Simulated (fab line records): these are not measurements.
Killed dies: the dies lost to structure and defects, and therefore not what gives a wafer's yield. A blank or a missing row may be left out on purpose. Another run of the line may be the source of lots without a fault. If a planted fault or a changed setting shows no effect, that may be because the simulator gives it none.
Problem report, 8D (eight disciplines) form, completed by code	flow nand_harc	the parts of the form that need people (team, actions taken, sign-off) are left out

## 1. WHAT WENT WRONG
Mean of thk_nm at NHARC_A_ONON_D1_THK_MEAS_14: 1580 nm across 3 wafers in 2 lots; on wafers with no fault it is 999 nm (standard deviation 9.6). Measured from the usual mean, that is +61 standard deviations.
The step: measures by ellipsometry.
Seen first at day 15 06:02 on film_metro-01, wafer L456.3. At this step, 42 wafers from 14 lots have a number in the record. Rule for "out" (also "out of limits"): further than 4 standard deviations from the usual mean. All remaining wafers that have a number are taken as sound.

## 2. WHAT IT IS; WHAT IT IS NOT
question	is	is not
which readings at this step	thk_nm	-
which lots	L456, L457	L439, L440, L441, L442, L443, L444, L445, L446, L447, L449, L450, L452
which wafers of those lots	L456.3, L457.5, L457.6	L456.1, L456.2, L457.4
read on which gauges	film_metro-01, film_metro-02	-
when	from day 15 06:02	up to then (38 sound wafers); but 1 sound wafer of L457 came after

## 3. THE SUSPECTS, EACH WITH WHAT RULES IT OUT
Counting: if a tool at a process step up to the reading ran every lot that is out, it stays a suspect. Sound lots after the first of them don't rule it out here, since some wafers of a struck lot are sound.
- ruled out: the gauge at NHARC_A_ONON_D1_THK_MEAS_14. 2 gauges (film_metro-01, film_metro-02) read the wafers that are out.
- pecvd_onon-03 at NHARC_A_ONON_D1_DEP_12 (target thk 1000 nm): kept. Every lot that is out went through it, the first being L456 (day 15 05:31); the last sound lot it ran before that was L452 (day 13 18:20).
Remaining after the count: pecvd_onon-03 at NHARC_A_ONON_D1_DEP_12.

## 4. THE CAUSE (what the simulator had put in)
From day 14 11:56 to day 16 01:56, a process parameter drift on pecvd_onon-03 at NHARC_A_ONON_D1_DEP_12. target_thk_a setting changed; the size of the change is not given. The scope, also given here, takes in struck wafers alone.
Only this tool survived the counting.

## 5. THE EFFECT CHAIN, in route order
One row per reading whose mean, taken over the struck wafers that have a number, lies over 3 standard deviations from the usual. Readings are gone through only where the record gives a usual standard deviation; hours: the median, over the lots, of the time from a lot's start at the first step in this table giving one to that lot's start at this step; sigmas: the change measured in usual standard deviations.
hours	step	reading	usual	on struck wafers	change	sigmas
0	NHARC_A_ONON_D1_THK_MEAS_14	thk_nm	999 nm	1580	+581	+61
422	NHARC_END_SORT_01	killed_at_array	61	672	+611	+25
422	NHARC_END_SORT_01	killed_dies	66	677	+611	+27

## 6. HOW IT WOULD HAVE BEEN CAUGHT EARLIER
The first out-of-limits reading at a measuring or inspecting step in this record came at day 15 06:02, 18 hours after the fault's start at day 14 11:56.
Lots out: 2; of these, L457 started NHARC_A_ONON_D1_DEP_12 on pecvd_onon-03 after day 15 06:02. A hold on the tool at that time would have spared it.
